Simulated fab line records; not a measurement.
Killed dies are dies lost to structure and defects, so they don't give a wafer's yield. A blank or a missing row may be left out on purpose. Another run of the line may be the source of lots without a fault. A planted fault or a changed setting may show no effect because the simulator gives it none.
The tool behind it: which one?	flow n5_finfet	Sampling: 24 lots, 72 wafers, 6 of 1938 route steps

WHAT THE GAUGES READ, wafer by wafer
The record holds no reading of a measuring or inspecting step that can be judged against a usual standard deviation.

WHICH TOOL RAN EACH LOT (tool, then ch and the chambers of the sampled wafers, then the start)
lot	N5_BEOL_M10_DESCUM_16	N5_BEOL_M11_ETCH_66	N5_BEOL_M11_STRIP_77	N5_BEOL_M11_PRE_CLEAN_45	N5_BEOL_M11_SURFACE_TREAT_76	N5_BEOL_M11_SPUTTER_48
L075	rie_diel-05 ch 1,2,3, day 10 10:23	rie_diel-06 ch 1,2,3, day 10 21:09	rie_diel-06 ch 1,2,3, day 10 22:11 or earlier	pvd_sputter-01, day 10 22:11	pvd_sputter-02, day 10 22:46	pvd_sputter-02, day 10 23:00
L074	rie_diel-02 ch 1,3, day 10 12:38	rie_diel-06 ch 0,3, day 10 22:20	rie_diel-06 ch 0,3, day 10 23:28 or earlier	pvd_sputter-02, day 10 23:28	pvd_sputter-02, day 10 23:54	pvd_sputter-01, day 11 00:13
L076	rie_diel-05 ch 0,3, day 10 22:14	rie_diel-06 ch 0,1, day 11 07:20	rie_diel-06 ch 0,1, day 11 08:24 or earlier	pvd_sputter-03, day 11 08:24	pvd_sputter-01, day 11 08:47	pvd_sputter-02, day 11 09:01
L077	rie_diel-03 ch 1,2, day 11 05:25	rie_diel-06 ch 1,2, day 11 18:29	rie_diel-06 ch 1,2, day 11 19:28 or earlier	pvd_sputter-01, day 11 19:28	pvd_sputter-01, day 11 19:50	pvd_sputter-02, day 11 20:11
L078	rie_diel-05 ch 1,3, day 11 08:47	rie_diel-01 ch 0,1, day 12 01:39	rie_diel-01 ch 0,1, day 12 02:37 or earlier	pvd_sputter-03, day 12 02:37	pvd_sputter-03, day 12 02:58	pvd_sputter-03, day 12 04:50
L080	rie_diel-03 ch 0,2, day 11 23:38	rie_diel-06 ch 0,1, day 12 09:10	rie_diel-06 ch 0,1, day 12 10:27 or earlier	pvd_sputter-03, day 12 10:27	pvd_sputter-01, day 12 10:54	pvd_sputter-02, day 12 11:05
L079	rie_diel-02 ch 0,3, day 12 06:17	rie_diel-04 ch 2,3, day 12 18:59	rie_diel-04 ch 2,3, day 12 20:04 or earlier	pvd_sputter-02, day 12 20:04	pvd_sputter-02, day 12 20:25	pvd_sputter-03, day 12 20:50
L081	rie_diel-02 ch 0,2,3, day 12 06:39	rie_diel-04 ch 0,2, day 12 19:27	rie_diel-04 ch 0,2, day 12 20:25 or earlier	pvd_sputter-03, day 12 20:25	pvd_sputter-01, day 12 22:16	pvd_sputter-01, day 12 22:32
L083	rie_diel-02 ch 1,3, day 12 10:38	rie_diel-04 ch 0,2,3, day 12 21:50	rie_diel-04 ch 0,2,3, day 12 22:55 or earlier	pvd_sputter-01, day 12 22:55	pvd_sputter-03, day 12 23:16	pvd_sputter-03, day 12 23:31
L082	rie_diel-03 ch 0,2,3, day 12 20:15	rie_diel-06 ch 0,1,2, day 13 04:35	rie_diel-06 ch 0,1,2, day 13 06:03 or earlier	pvd_sputter-02, day 13 06:03	pvd_sputter-01, day 13 06:27	pvd_sputter-02, day 13 06:37
L084	rie_diel-05 ch 0,2, day 13 03:05	rie_diel-04 ch 0,2,3, day 13 17:43	rie_diel-04 ch 0,2,3, day 13 18:58 or earlier	pvd_sputter-01, day 13 18:58	pvd_sputter-03, day 13 19:21	pvd_sputter-02, day 13 19:38
L085	rie_diel-05 ch 0,2,3, day 13 09:31	rie_diel-06 ch 2,3, day 13 21:53	rie_diel-06 ch 2,3, day 13 22:51 or earlier	pvd_sputter-03, day 13 22:51	pvd_sputter-01, day 14 00:40	pvd_sputter-03, day 14 00:56
L086	rie_diel-05 ch 0,2,3, day 13 12:55	rie_diel-01 ch 0,2, day 13 22:12	rie_diel-01 ch 0,2, day 14 00:46 or earlier	pvd_sputter-02, day 14 00:46	pvd_sputter-03, day 14 01:07	pvd_sputter-03, day 14 01:21
L087	rie_diel-05 ch 0,1,2, day 13 22:42	rie_diel-06 ch 0,3, day 14 14:37	rie_diel-06 ch 0,3, day 14 17:23 or earlier	pvd_sputter-02, day 14 17:23	pvd_sputter-01, day 14 17:53	pvd_sputter-01, day 14 18:05
L089	rie_diel-03 ch 0,1,2, day 13 22:53	rie_diel-04 ch 0,1,2, day 14 08:12	rie_diel-04 ch 0,1,2, day 14 09:34 or earlier	pvd_sputter-01, day 14 09:34	pvd_sputter-02, day 14 09:54	pvd_sputter-02, day 14 10:08
L088	rie_diel-05 ch 0,2, day 13 23:28	rie_diel-06 ch 0,1, day 14 10:11	rie_diel-06 ch 0,1, day 14 11:27 or earlier	pvd_sputter-02, day 14 11:27	pvd_sputter-02, day 14 12:01	pvd_sputter-01, day 14 13:23
L090	rie_diel-05 ch 0,1, day 14 06:00	rie_diel-01 ch 0,2,3, day 14 17:49	rie_diel-01 ch 0,2,3, day 14 19:53 or earlier	pvd_sputter-03, day 14 19:53	pvd_sputter-03, day 14 20:17	pvd_sputter-03, day 14 20:37
L091	rie_diel-02 ch 0,2, day 14 06:09	rie_diel-06 ch 0,2,3, day 14 17:04	rie_diel-06 ch 0,2,3, day 14 18:20 or earlier	pvd_sputter-01, day 14 18:20	pvd_sputter-01, day 14 18:56	pvd_sputter-01, day 14 19:41
L094	rie_diel-05 ch 0,3, day 14 23:29	rie_diel-04 ch 2,3, day 15 10:20	rie_diel-04 ch 2,3, day 15 11:29 or earlier	pvd_sputter-03, day 15 11:29	pvd_sputter-02, day 15 12:05	pvd_sputter-02, day 15 12:49
L092	rie_diel-05 ch 0,1, day 14 23:44	rie_diel-06 ch 0,1,2, day 15 10:10	rie_diel-06 ch 0,1,2, day 15 11:08 or earlier	pvd_sputter-02, day 15 11:08	pvd_sputter-03, day 15 11:34	pvd_sputter-02, day 15 11:58
L093	rie_diel-05 ch 0,1,3, day 15 02:50	rie_diel-01 ch 1,3, day 15 11:52	rie_diel-01 ch 1,3, day 15 13:28 or earlier	pvd_sputter-02, day 15 13:28	pvd_sputter-01, day 15 13:49	pvd_sputter-02, day 15 14:02
L095	rie_diel-05 ch 0,1,3, day 15 19:55	rie_diel-04 ch 0,1,2, day 16 07:26	rie_diel-04 ch 0,1,2, day 16 08:28 or earlier	pvd_sputter-02, day 16 08:28	pvd_sputter-03, day 16 10:22	pvd_sputter-03, day 16 10:45
L096	rie_diel-02 ch 2,3, day 15 22:56	rie_diel-01 ch 2,3, day 16 07:48	rie_diel-01 ch 2,3, day 16 08:49 or earlier	pvd_sputter-01, day 16 08:49	pvd_sputter-03, day 16 10:25	pvd_sputter-03, day 16 10:50
L097	rie_diel-02 ch 0,2,3, day 16 11:35	rie_diel-01 ch 0,3, day 16 22:16	rie_diel-01 ch 0,3, day 16 23:47 or earlier	pvd_sputter-02, day 16 23:47	pvd_sputter-02, day 17 00:08	pvd_sputter-03, day 17 02:00
- N5_BEOL_M10_DESCUM_16: chemistry O2, time 7.9 s.
- N5_BEOL_M11_ETCH_66: etches SOC in N2/H2, target depth 120 nm, overetch 24 nm, time 180 s.
- N5_BEOL_M11_STRIP_77: strips in N2/H2, time 10 s.
- N5_BEOL_M11_PRE_CLEAN_45: time 30 s.
- N5_BEOL_M11_SURFACE_TREAT_76
- N5_BEOL_M11_SPUTTER_48: material Cu, target thk 12 nm, time 2 s.

WHAT THE TOOLS THEMSELVES READ (means of the sampled wafers that have a number; where no wafer has one, the mark that the record gives instead)
N5_BEOL_M10_DESCUM_16. Usual: drypump_motor_current_A 5.8 A, standard deviation 0.43; oes_product_au 0.84 a.u., standard deviation 0.11; rf_vpp_V 243.1 V, standard deviation 1.4; showerhead_plenum_p_Torr 2.08 Torr, standard deviation 0.08; throttle_valve_pct 20.35 %, standard deviation 0.23.
lot	tool	drypump_motor_current_A (A)	oes_product_au (a.u.)	rf_vpp_V (V)	showerhead_plenum_p_Torr (Torr)	throttle_valve_pct (%)	flag
L075	rie_diel-05	5.7	0.76	243.7	2.12	20.50	
L074	rie_diel-02	5.6	0.75	243.5	2.11	20.33	
L076	rie_diel-05	6.0	0.69	243.9	2.16	20.56	
L077	rie_diel-03	6.1	0.82	243.4	2.07	20.30	
L078	rie_diel-05	5.6	0.68	243.9	2.16	20.78	
L080	rie_diel-03	6.0	0.97	242.4	2.05	20.18	
L079	rie_diel-02	6.1	0.78	240.9	1.97	20.45	
L081	rie_diel-02	6.1	0.80	241.3	1.99	20.44	
L083	rie_diel-02	5.6	0.73	243.2	2.11	20.35	
L082	rie_diel-03	5.9	0.86	242.1	2.04	20.11	
L084	rie_diel-05	5.6	0.90	243.1	2.07	20.08	
L085	rie_diel-05	5.9	0.83	243.6	2.11	20.29	
L086	rie_diel-05	5.9	0.83	243.9	2.11	20.31	
L087	rie_diel-05	5.5	0.93	243.7	2.11	20.25	
L089	rie_diel-03	6.0	0.86	242.5	2.05	20.27	
L088	rie_diel-05	5.7	0.92	243.9	2.11	20.10	
L090	rie_diel-05	5.3	0.97	243.6	2.16	20.38	
L091	rie_diel-02	6.2	0.76	240.9	1.94	20.45	
L094	rie_diel-05	6.3	0.96	244.7	2.15	20.27	
L092	rie_diel-05	5.4	0.93	243.8	2.15	20.41	
L093	rie_diel-05	5.8	0.94	243.0	2.15	20.34	
L095	rie_diel-05	5.8	0.93	243.6	2.15	20.36	
L096	rie_diel-02	5.9	0.79	242.4	2.02	20.49	
L097	rie_diel-02	6.0	0.76	241.5	1.97	20.49	

N5_BEOL_M11_ETCH_66. Usual: drypump_motor_current_A 5.7 A, standard deviation 0.46; oes_product_au 0.65 a.u., standard deviation 0.075; rf_vpp_V 524 V, standard deviation 3.4; showerhead_plenum_p_Torr 2.55 Torr, standard deviation 0.1; throttle_valve_pct 17.82 %, standard deviation 0.25.
lot	tool	drypump_motor_current_A (A)	oes_product_au (a.u.)	rf_vpp_V (V)	showerhead_plenum_p_Torr (Torr)	throttle_valve_pct (%)	flag
L075	rie_diel-06	5.5	0.63	523	2.52	17.81	
L074	rie_diel-06	5.8	0.58	525	2.57	18.02	
L076	rie_diel-06	5.6	0.60	520	2.44	17.93	
L077	rie_diel-06	5.1	0.67	525	2.59	17.71	
L078	rie_diel-01	6.3	0.59	523	2.48	18.10	
L080	rie_diel-06	5.6	0.59	523	2.53	18.02	
L079	rie_diel-04	5.9	0.69	525	2.57	17.50	
L081	rie_diel-04	5.7	0.64	525	2.57	17.66	
L083	rie_diel-04	5.7	0.67	526	2.59	17.60	
L082	rie_diel-06	5.3	0.62	524	2.56	17.87	
L084	rie_diel-04	5.7	0.66	526	2.59	17.60	
L085	rie_diel-06	5.7	0.72	525	2.55	17.58	
L086	rie_diel-01	5.9	0.57	521	2.47	18.06	
L087	rie_diel-06	6.0	0.67	524	2.52	17.73	
L089	rie_diel-04	5.6	0.67	525	2.59	17.88	
L088	rie_diel-06	5.5	0.59	520	2.43	17.98	
L090	rie_diel-01	5.7	0.64	523	2.50	17.83	
L091	rie_diel-06	5.5	0.66	525	2.59	17.77	
L094	rie_diel-04	6.0	0.69	525	2.57	17.48	
L092	rie_diel-06	5.3	0.62	524	2.55	17.90	
L093	rie_diel-01	6.1	0.69	522	2.51	17.69	
L095	rie_diel-04	5.6	0.66	526	2.58	17.91	
L096	rie_diel-01	5.7	0.69	523	2.53	17.62	
L097	rie_diel-01	6.1	0.76	526	2.63	17.64	

N5_BEOL_M11_STRIP_77. Usual: drypump_motor_current_A 5.7 A, standard deviation 0.46; oes_product_au 0.80 a.u., standard deviation 0.095; rf_vpp_V 59.3 V, standard deviation 0.95; showerhead_plenum_p_Torr 2.54 Torr, standard deviation 0.1; throttle_valve_pct 23.6 %, standard deviation 0.3.
lot	tool	drypump_motor_current_A (A)	oes_product_au (a.u.)	rf_vpp_V (V)	showerhead_plenum_p_Torr (Torr)	throttle_valve_pct (%)	flag
L075	rie_diel-06	5.5	0.79	59.0	2.52	23.6	
L074	rie_diel-06	5.8	0.71	59.1	2.57	23.8	
L076	rie_diel-06	5.6	0.75	58.1	2.44	23.8	
L077	rie_diel-06	5.0	0.84	59.1	2.59	23.5	
L078	rie_diel-01	6.3	0.73	58.9	2.48	23.9	
L080	rie_diel-06	5.6	0.73	59.3	2.52	23.8	
L079	rie_diel-04	5.9	0.85	59.0	2.57	23.2	
L081	rie_diel-04	5.7	0.78	60.4	2.57	23.4	
L083	rie_diel-04	5.7	0.82	60.1	2.58	23.4	
L082	rie_diel-06	5.3	0.78	59.7	2.55	23.7	
L084	rie_diel-04	5.7	0.81	59.9	2.58	23.4	
L085	rie_diel-06	5.7	0.88	59.6	2.55	23.4	
L086	rie_diel-01	5.8	0.70	58.4	2.46	23.9	
L087	rie_diel-06	6.0	0.83	59.9	2.52	23.5	
L089	rie_diel-04	5.6	0.83	59.3	2.58	23.8	
L088	rie_diel-06	5.5	0.72	59.4	2.43	23.8	
L090	rie_diel-01	5.8	0.79	59.1	2.50	23.7	
L091	rie_diel-06	5.6	0.81	59.6	2.59	23.5	
L094	rie_diel-04	6.0	0.85	59.5	2.57	23.2	
L092	rie_diel-06	5.3	0.76	59.9	2.54	23.7	
L093	rie_diel-01	6.1	0.87	59.1	2.50	23.6	
L095	rie_diel-04	5.5	0.81	59.0	2.58	23.8	
L096	rie_diel-01	5.6	0.85	59.2	2.53	23.5	
L097	rie_diel-01	6.1	0.96	59.6	2.62	23.5	

N5_BEOL_M11_PRE_CLEAN_45. Usual: heater_power_w at 332 W, with a standard deviation of 39.
lot	tool	heater_power_w (W)	flag
L075	pvd_sputter-01	337	
L074	pvd_sputter-02	331	
L076	pvd_sputter-03	354	
L077	pvd_sputter-01	377	
L078	pvd_sputter-03	351	
L080	pvd_sputter-03	360	
L079	pvd_sputter-02	291	
L081	pvd_sputter-03	350	
L083	pvd_sputter-01	341	
L082	pvd_sputter-02	320	
L084	pvd_sputter-01	337	
L085	pvd_sputter-03	355	
L086	pvd_sputter-02	282	
L087	pvd_sputter-02	348	
L089	pvd_sputter-01	335	
L088	pvd_sputter-02	345	
L090	pvd_sputter-03	351	
L091	pvd_sputter-01	343	
L094	pvd_sputter-03	354	
L092	pvd_sputter-02	278	
L093	pvd_sputter-02	278	
L095	pvd_sputter-02	299	
L096	pvd_sputter-01	346	
L097	pvd_sputter-02	312	

N5_BEOL_M11_SPUTTER_48. Usual: chamber_pressure_pa 0.13004 Pa, standard deviation 0.00026; throttle_valve_pct 29.9 %, standard deviation 1.2.
lot	tool	chamber_pressure_pa (Pa)	throttle_valve_pct (%)	flag
L075	pvd_sputter-02	0.13005	30.1	
L074	pvd_sputter-01	0.12996	28.7	
L076	pvd_sputter-02	0.13029	30.7	
L077	pvd_sputter-02	0.13013	29.7	
L078	pvd_sputter-03	0.13027	28.5	
L080	pvd_sputter-02	0.13003	29.4	
L079	pvd_sputter-03	0.12998	29.6	
L081	pvd_sputter-01	0.13026	29.8	
L083	pvd_sputter-03	0.13015	29.8	
L082	pvd_sputter-02	0.12973	30.7	
L084	pvd_sputter-02	0.13008	29.7	
L085	pvd_sputter-03	0.13006	30.9	
L086	pvd_sputter-03	0.12987	29.8	
L087	pvd_sputter-01	0.13000	29.1	
L089	pvd_sputter-02	0.13002	30.2	
L088	pvd_sputter-01	0.12997	29.4	
L090	pvd_sputter-03	0.12960	30.1	
L091	pvd_sputter-01	0.12995	28.5	
L094	pvd_sputter-02	0.13021	30.6	
L092	pvd_sputter-02	0.13000	29.7	
L093	pvd_sputter-02	0.12989	29.6	
L095	pvd_sputter-03	0.13021	30.2	
L096	pvd_sputter-03	0.12995	29.7	
L097	pvd_sputter-03	0.12982	30.4	

THE ANSWER, worked out from the rows above alone
Rule: take the mean of a lot's wafers that have a number; if it is more than 3 standard deviations from the usual mean, the lot is off. A lot without any number at a reading at which 4 lots or more have one is off too. All remaining lots with rows at the step are treated as sound. Order of review: gauges by route order, followed by the tools' own readings, for which a lot's mean as printed above is used. At the first step where some lot is off, the reading lying furthest off is the one used; lots without a number count as furthest.
Across all readings shown, no lot is off: no conclusion can be drawn from this.

WHAT THE SIMULATOR HAD INSERTED
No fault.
